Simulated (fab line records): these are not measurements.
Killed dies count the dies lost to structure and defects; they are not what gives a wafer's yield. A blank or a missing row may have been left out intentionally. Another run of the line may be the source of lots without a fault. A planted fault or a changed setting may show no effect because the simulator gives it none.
Chamber matching | flow nand_harc | NHARC_A_CHANNEL_HOLE_D1_ETCH_39 on rie_diel-08 has 4 sister chambers
The step etches the open film in N2/H2, target depth 260 nm, time 325 s. 4 wafers are shown with their chamber, then 8 later ones without.

## EACH WAFER AND ITS CHAMBER
wafer  | chamber | run_length_s (s)
L257.3 | 1       | 346.8
L262.1 | 0       | 346.0
L262.3 | 3       | 346.1
L263.1 | 2       | 345.3

## WAFERS WITH NO CHAMBER GIVEN
wafer  | run_length_s (s)
L263.4 | 346.1
L263.5 | 346.2
L264.2 | 346.1
L264.3 | 346.5
L264.5 | 346.2
L265.2 | 346.6
L265.4 | 346.4
L265.5 | 345.2

## WHICH CHAMBER EACH ONE RAN IN
wafer  | from the rows above          | in truth
L263.4 | can't be placed: 3 or 0      | 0
L263.5 | can't be placed: 3 or 0      | 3
L264.2 | can't be placed: 3 or 0      | 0
L264.3 | can't be placed: 1 or 3 or 0 | 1
L264.5 | can't be placed: 3 or 0      | 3
L265.2 | can't be placed: 1 or 3      | 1
L265.4 | can't be placed: 3 or 0 or 1 | 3
L265.5 | 2                            | 2
Correct placement for 1 of the 8. From these rows, 7 cannot be placed; in 7 the true chamber is one of the candidates. Wrongly placed: 0.
How it was worked out, from the rows above alone: a wafer's distance from a chamber is the root of the sum, over the readings, of the square of ((its reading less the chamber's mean) divided by the reading's scatter). The wafer belongs to the nearest chamber; if the next one is less than 2 further off, it can't be placed. A chamber's mean is the mean of its shown wafers. The scatter: root of mean squared gap, hidden wafer to nearest shown wafer, with one shown wafer a chamber.
